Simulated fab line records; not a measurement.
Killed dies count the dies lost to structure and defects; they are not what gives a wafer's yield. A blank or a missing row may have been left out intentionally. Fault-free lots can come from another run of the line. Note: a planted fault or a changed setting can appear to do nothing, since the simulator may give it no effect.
Chamber matching | flow n5_finfet | N5_BEOL_M8_ETCH_66 on rie_diel-02: 4 sister chambers
The step etches SOC in N2/H2, target depth 80 nm, overetch 16 nm, time 120 s. 4 wafers are shown with their chamber, then 11 later ones without.

WAFERS WITH THEIR CHAMBER
wafer  | chamber | showerhead_plenum_p_Torr (Torr)
L078.3 | 2       | 2.42
L087.3 | 3       | 2.47
L088.5 | 1       | 2.60
L089.3 | 0       | 2.54

WAFERS MISSING THEIR CHAMBER
wafer  | showerhead_plenum_p_Torr (Torr)
L089.5 | 2.60
L089.6 | 2.41
L092.2 | 2.60
L092.3 | 2.41
L092.4 | 2.54
L096.3 | 2.59
L096.5 | 2.47
L096.6 | 2.40
L097.1 | 2.46
L097.4 | 2.59
L097.5 | 2.54

EACH ONE'S CHAMBER
wafer  | from the rows above | in truth
L089.5 | 1                   | 1
L089.6 | 2                   | 2
L092.2 | 1                   | 1
L092.3 | 2                   | 2
L092.4 | 0                   | 0
L096.3 | 1                   | 1
L096.5 | 3                   | 3
L096.6 | 2                   | 2
L097.1 | 3                   | 3
L097.4 | 1                   | 1
L097.5 | 0                   | 0
Correct placement for 11 of the 11. From these rows, 0 cannot be placed. Number placed wrongly: 0.
How it was worked out, from the rows above alone: a wafer's distance from a chamber is the root of the sum, over the readings, of the square of ((its reading less the chamber's mean) divided by the reading's scatter). The wafer belongs to the nearest chamber; if the next one is less than 2 further off, it can't be placed. A chamber's mean is the mean of its shown wafers. The scatter: with one shown wafer a chamber, the root of the mean of the squares of how far each hidden wafer lies from its nearest shown one.
